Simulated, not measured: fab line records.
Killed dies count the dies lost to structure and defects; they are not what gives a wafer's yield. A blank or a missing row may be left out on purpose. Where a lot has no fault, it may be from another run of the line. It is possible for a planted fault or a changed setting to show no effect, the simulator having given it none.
Chamber matching + flow n5 finfet + pecvd-01 running N5_BEOL_M3_ILD_DEP_00: 3 sister chambers
The step deposits SiOC from DEMS/O2, target thk 79 nm, time 15.3 s. 24 wafers are shown with their chamber, then 12 later ones without.

## WAFERS, EACH WITH ITS CHAMBER
| wafer  | chamber | throttle valve pct (%) | heater power w (W) | showerhead plenum p Torr (Torr) |
|--------|---------|------------------------|--------------------|---------------------------------|
| L079.2 | 0       | 11.9                   | 663                | 5.699                           |
| L079.3 | 1       | 12.4                   | 550                | 5.718                           |
| L079.6 | 1       | 12.3                   | 553                | 5.701                           |
| L080.2 | 0       | 11.9                   | 591                | 5.702                           |
| L080.3 | 2       | 10.9                   | 485                | 5.678                           |
| L080.4 | 0       | 11.9                   | 600                | 5.697                           |
| L081.1 | 2       | 10.9                   | 451                | 5.697                           |
| L081.3 | 0       | 12.0                   | 642                | 5.682                           |
| L081.4 | 2       | 11.2                   | 462                | 5.702                           |
| L082.2 | 0       | 12.1                   | 588                | 5.690                           |
| L082.3 | 2       | 11.2                   | 503                | 5.662                           |
| L082.4 | 2       | 11.2                   | 492                | 5.686                           |
| L084.1 | 1       | 12.3                   | 544                | 5.728                           |
| L084.5 | 0       | 12.0                   | 634                | 5.684                           |
| L084.6 | 1       | 12.4                   | 554                | 5.708                           |
| L086.2 | 1       | 12.2                   | 554                | 5.697                           |
| L086.3 | 2       | 11.0                   | 434                | 5.678                           |
| L086.6 | 0       | 11.9                   | 636                | 5.698                           |
| L089.2 | 0       | 11.8                   | 617                | 5.700                           |
| L089.5 | 2       | 11.3                   | 479                | 5.692                           |
| L089.6 | 0       | 12.1                   | 640                | 5.701                           |
| L091.2 | 0       | 12.2                   | 646                | 5.691                           |
| L091.5 | 1       | 12.3                   | 529                | 5.708                           |
| L091.6 | 2       | 11.2                   | 485                | 5.680                           |

SIGNATURES, as means of the wafers listed above
| reading                  | chamber 0 | chamber 1 | chamber 2 | scatter within a chamber |
|--------------------------|-----------|-----------|-----------|--------------------------|
| throttle valve pct       | 11.980    | 12.317    | 11.113    | 0.126                    |
| heater power w           | 625.70    | 547.33    | 473.88    | 21.8                     |
| showerhead plenum p Torr | 5.69440   | 5.71000   | 5.68438   | 0.0103                   |
Rule: distance of a wafer from a chamber = root of the sum over the readings of ((wafer's reading minus chamber's mean) / reading's scatter) squared. The wafer belongs to the nearest chamber; if the next one is less than 2 further off, it can't be placed. The scatter: the root of (the sum of the squares of (reading less its chamber's mean) over the shown wafers, divided by (wafers less chambers)).

## WAFERS WITHOUT THEIR CHAMBER
| wafer  | throttle valve pct (%) | heater power w (W) | showerhead plenum p Torr (Torr) |
|--------|------------------------|--------------------|---------------------------------|
| L090.1 | 12.1                   | 459                | 5.706                           |
| L090.5 | 12.3                   | 458                | 5.710                           |
| L090.6 | 11.3                   | 491                | 5.678                           |
| L092.1 | 11.6                   | 600                | 5.700                           |
| L092.2 | 12.4                   | 477                | 5.706                           |
| L092.4 | 12.3                   | 487                | 5.697                           |
| L094.2 | 11.9                   | 563                | 5.697                           |
| L094.4 | 11.1                   | 465                | 5.681                           |
| L094.5 | 12.2                   | 495                | 5.707                           |
| L095.4 | 12.4                   | 563                | 5.706                           |
| L095.5 | 11.7                   | 647                | 5.706                           |
| L095.6 | 11.3                   | 435                | 5.676                           |

## EACH ONE'S CHAMBER
| wafer  | from the rows above     | in truth |
|--------|-------------------------|----------|
| L090.1 | 1                       | 1        |
| L090.5 | 1                       | 1        |
| L090.6 | 2                       | 2        |
| L092.1 | 0                       | 0        |
| L092.2 | 1                       | 1        |
| L092.4 | 1                       | 1        |
| L094.2 | can't be placed: 0 or 1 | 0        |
| L094.4 | 2                       | 2        |
| L094.5 | 1                       | 1        |
| L095.4 | 1                       | 1        |
| L095.5 | 0                       | 0        |
| L095.6 | 2                       | 2        |
11 of 12 placed correctly. From these rows, 1 cannot be placed; in 1 the true chamber is one of the candidates. Wrongly placed: 0.
